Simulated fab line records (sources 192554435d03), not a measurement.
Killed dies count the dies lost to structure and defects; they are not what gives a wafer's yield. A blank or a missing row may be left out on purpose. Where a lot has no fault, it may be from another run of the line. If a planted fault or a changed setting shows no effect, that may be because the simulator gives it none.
Split-lot experiment :: flow n5-finfet :: on a route of 1938 steps: 7 lots, 21 wafers read

THE SPLIT ITSELF
At N5_BEOL_M5_EXPOSE_08 (exposes mask M5, target cd 28 nm), the setting dose-mj was moved away from the recipe's 35.75 on 6 of the 21 wafers read, by -7.0% to +5.1%. For the rest of the wafers, this setting stayed at what the recipe calls for.

FROM THE SPLIT TO THE READING: what the file shows between them, 22 steps
- N5_BEOL_M5_PEB_09: peb time 60 s
- N5_BEOL_M5_DEVELOP_10: develop time 30 s
- N5_BEOL_M5_CD_MEAS_11: target cd 27.74 nm
- N5_BEOL_M5_DESCUM_16: chemistry O2, time 7 s
- N5_BEOL_M5_ETCH_72: etches underlayer in N2/H2, target depth 6.5 nm, time 5.2 s
- N5_BEOL_M5_ETCH_61: etches SiARC in CF4, target depth 15.6 nm, time 26 s
- N5_BEOL_M5_ETCH_62: etches SOC in N2/H2, target depth 75 nm, overetch 15 nm, time 112.5 s
- N5_BEOL_M5_STRIP_63: strips in N2/H2
- N5_BEOL_M5_STRIP_73: strips in N2/H2
- N5_BEOL_M5_HM_OPEN_17: chemistry Cl2/BCl3, target TiN, target depth 20 nm, overetch 6 nm
- N5_BEOL_M5_STRIP_19: strips in O2
- N5_BEOL_M5_CD_MEAS_18: pitch 56 nm, target cd 28 nm
- N5_BEOL_M5_COAT_65: time 60 s, resist thk 60 nm
- N5_BEOL_M5_COAT_66: time 60 s, resist thk 12 nm
- N5_BEOL_M5_ETCH_75: etches underlayer in N2/H2, target depth 6.5 nm, time 5.2 s
- N5_BEOL_M5_ETCH_67: etches SiARC in CF4, target depth 15.6 nm, time 26 s
- N5_BEOL_M5_ETCH_68: etches SOC in N2/H2, target depth 80 nm, overetch 16 nm, time 120 s
- N5_BEOL_M5_TRENCH_ETCH_37: etches SiCOH lowk in C4F6/O2, target depth 71.652 nm, time 24.7 s (also split here: bias-w)
- N5_BEOL_M5_ETCH_41: etches SiCN in CH3F/O2, target depth 31.5 nm, time 56.7 s (also split here: source-w)
- N5_BEOL_M5_STRIP_91: strips in N2/H2, time 10 s
- N5_BEOL_M5_PRECLEAN_42: cleans in residue remover, time 60 s
- N5_BEOL_M5_SRD_43: time 30 s

THE READING
cd-nm, in nm, at N5_BEOL_M5_CD_MEAS_35 (target cd 28 nm, target cd y 24 nm). On this fab line, fault-free wafers typically give 27.98 nm with a standard deviation of 0.26 nm.

wafer: L080.1
tool, chamber at the split: euv-scanner-01, 0
dose-mj as run: 35.75
against the recipe: recipe
cd-nm, nm: 27.90
against lot-mates on the recipe: -

wafer: L080.3
tool, chamber at the split: euv-scanner-01, 0
dose-mj as run: 35.75
against the recipe: recipe
cd-nm, nm: 27.24
against lot-mates on the recipe: -

wafer: L080.5
tool, chamber at the split: euv-scanner-01, 0
dose-mj as run: 34.29
against the recipe: -4.1%
cd-nm, nm: 26.95
against lot-mates on the recipe: -0.62

wafer: L083.4
tool, chamber at the split: euv-scanner-01, 0
dose-mj as run: 35.75
against the recipe: recipe
cd-nm, nm: 27.91
against lot-mates on the recipe: -

wafer: L083.5
tool, chamber at the split: euv-scanner-01, 0
dose-mj as run: 35.75
against the recipe: recipe
cd-nm, nm: 27.72
against lot-mates on the recipe: -

wafer: L083.6
tool, chamber at the split: euv-scanner-01, 0
dose-mj as run: 35.75
against the recipe: recipe
cd-nm, nm: 28.00
against lot-mates on the recipe: -

wafer: L086.4
tool, chamber at the split: euv-scanner-01, 0
dose-mj as run: 33.23
against the recipe: -7.0%
cd-nm, nm: 26.59
against lot-mates on the recipe: -1.59

wafer: L086.5
tool, chamber at the split: euv-scanner-01, 0
dose-mj as run: 33.23
against the recipe: -7.0%
cd-nm, nm: 26.34
against lot-mates on the recipe: -1.84

wafer: L086.6
tool, chamber at the split: euv-scanner-01, 0
dose-mj as run: 35.75
against the recipe: recipe
cd-nm, nm: 28.18
against lot-mates on the recipe: -

wafer: L090.2
tool, chamber at the split: euv-scanner-01, 0
dose-mj as run: 37.59
against the recipe: +5.1%
cd-nm, nm: 28.84
against lot-mates on the recipe: +1.08

wafer: L090.3
tool, chamber at the split: euv-scanner-01, 0
dose-mj as run: 35.75
against the recipe: recipe
cd-nm, nm: 27.76
against lot-mates on the recipe: -

wafer: L090.4
tool, chamber at the split: euv-scanner-01, 0
dose-mj as run: 37.59
against the recipe: +5.1%
cd-nm, nm: 28.96
against lot-mates on the recipe: +1.20

wafer: L093.1
tool, chamber at the split: euv-scanner-01, 0
dose-mj as run: 35.75
against the recipe: recipe
cd-nm, nm: 27.99
against lot-mates on the recipe: -

wafer: L093.2
tool, chamber at the split: euv-scanner-01, 0
dose-mj as run: 35.75
against the recipe: recipe
cd-nm, nm: 27.85
against lot-mates on the recipe: -

wafer: L093.5
tool, chamber at the split: euv-scanner-01, 0
dose-mj as run: 35.75
against the recipe: recipe
cd-nm, nm: 27.82
against lot-mates on the recipe: -

wafer: L096.1
tool, chamber at the split: euv-scanner-02, 0
dose-mj as run: 35.75
against the recipe: recipe
cd-nm, nm: 27.87
against lot-mates on the recipe: -

wafer: L096.2
tool, chamber at the split: euv-scanner-02, 0
dose-mj as run: 34.23
against the recipe: -4.3%
cd-nm, nm: 26.97
against lot-mates on the recipe: -0.77

wafer: L096.3
tool, chamber at the split: euv-scanner-02, 0
dose-mj as run: 35.75
against the recipe: recipe
cd-nm, nm: 27.61
against lot-mates on the recipe: -

wafer: L097.3
tool, chamber at the split: euv-scanner-01, 0
dose-mj as run: 35.75
against the recipe: recipe
cd-nm, nm: 27.95
against lot-mates on the recipe: -

wafer: L097.4
tool, chamber at the split: euv-scanner-01, 0
dose-mj as run: 35.75
against the recipe: recipe
cd-nm, nm: 27.88
against lot-mates on the recipe: -

wafer: L097.5
tool, chamber at the split: euv-scanner-01, 0
dose-mj as run: 35.75
against the recipe: recipe
cd-nm, nm: 28.54
against lot-mates on the recipe: -

FIT RESULTS
A straight line over all 21 wafers: cd-nm changes by +0.203 nm for each +1% of dose-mj; r = +0.93; the points scatter about the line by 0.24 nm.
The same after taking each lot's own level away (the mean of its wafers on the recipe; 21 wafers): +0.223 nm for each +1%; r = +0.96; scatter 0.2 nm.
That fit puts the effect of the largest move of dose-mj on the reading at 1.6 nm.
Measured against the standard deviation above, the lots' own levels, which go from 27.570 to 28.180 nm, span 2.3 times it.
So the lot-to-lot level changes the slope little: the two slopes agree.
Check: for one of the wafers moved furthest among these (-7.0%), held out of the fit, the line's prediction against its lot-mates is -1.56 nm. Against them it came out at -1.59 nm.

OTHER SPLITS APPLIED TO THESE WAFERS
Note: prior to the reading, these wafers also went through further splits. Each is held against what the fit with the lots' levels taken away leaves over:
other split on the same wafers: N5_BEOL_M5_TRENCH_ETCH_37 bias-w
wafers away from the commonest value: 7
r with cd-nm (lot level and that fit taken away): +0.24

other split on the same wafers: N5_BEOL_M5_ETCH_41 source-w
wafers away from the commonest value: 11
r with cd-nm (lot level and that fit taken away): +0.17

THE WHOLE CHAIN: every reading that the file lists as answering this split, in the file's order
step: N5_BEOL_M5_CD_MEAS_11
what it does: target cd 27.74 nm
reading: cd-nm
change (the file's fit): +0.242 nm for each +1% of the setting
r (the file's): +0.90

step: N5_BEOL_M5_DESCUM_16
what it does: chemistry O2, time 7 s
reading: BEOL_M5.cd-nm (the simulator's own value, which no gauge read)
change (the file's fit): +0.219 nm for each +1% of the setting
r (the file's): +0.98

step: N5_BEOL_M5_ETCH_61
what it does: etches SiARC in CF4, target depth 15.6 nm, time 26 s
reading: BEOL_M5.cd-nm (the simulator's own value, which no gauge read)
change (the file's fit): +0.21 nm for each +1% of the setting
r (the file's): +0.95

step: N5_BEOL_M5_ETCH_62
what it does: etches SOC in N2/H2, target depth 75 nm, overetch 15 nm, time 112.5 s
reading: BEOL_M5.cd-nm (the simulator's own value, which no gauge read)
change (the file's fit): +0.198 nm for each +1% of the setting
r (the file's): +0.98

step: N5_BEOL_M5_CD_MEAS_18
what it does: pitch 56 nm, target cd 28 nm
reading: cd-nm
change (the file's fit): +0.183 nm for each +1% of the setting
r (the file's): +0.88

step: N5_BEOL_M5_ETCH_68
what it does: etches SOC in N2/H2, target depth 80 nm, overetch 16 nm, time 120 s
reading: BEOL_M5.cd-nm (the simulator's own value, which no gauge read)
change (the file's fit): +0.186 nm for each +1% of the setting
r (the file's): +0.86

step: N5_BEOL_M5_TRENCH_ETCH_37
what it does: etches SiCOH lowk in C4F6/O2, target depth 71.652 nm, time 24.7 s
reading: BEOL_M5.cd-nm (the simulator's own value, which no gauge read)
change (the file's fit): +0.181 nm for each +1% of the setting
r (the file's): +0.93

step: N5_BEOL_M5_CD_MEAS_35
what it does: target cd 28 nm, target cd y 24 nm
reading: cd-nm
change (the file's fit): +0.214 nm for each +1% of the setting
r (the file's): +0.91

THE FILE'S OWN FIT
cd-nm changes by +0.214 nm for each +1% of dose-mj, r = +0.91.
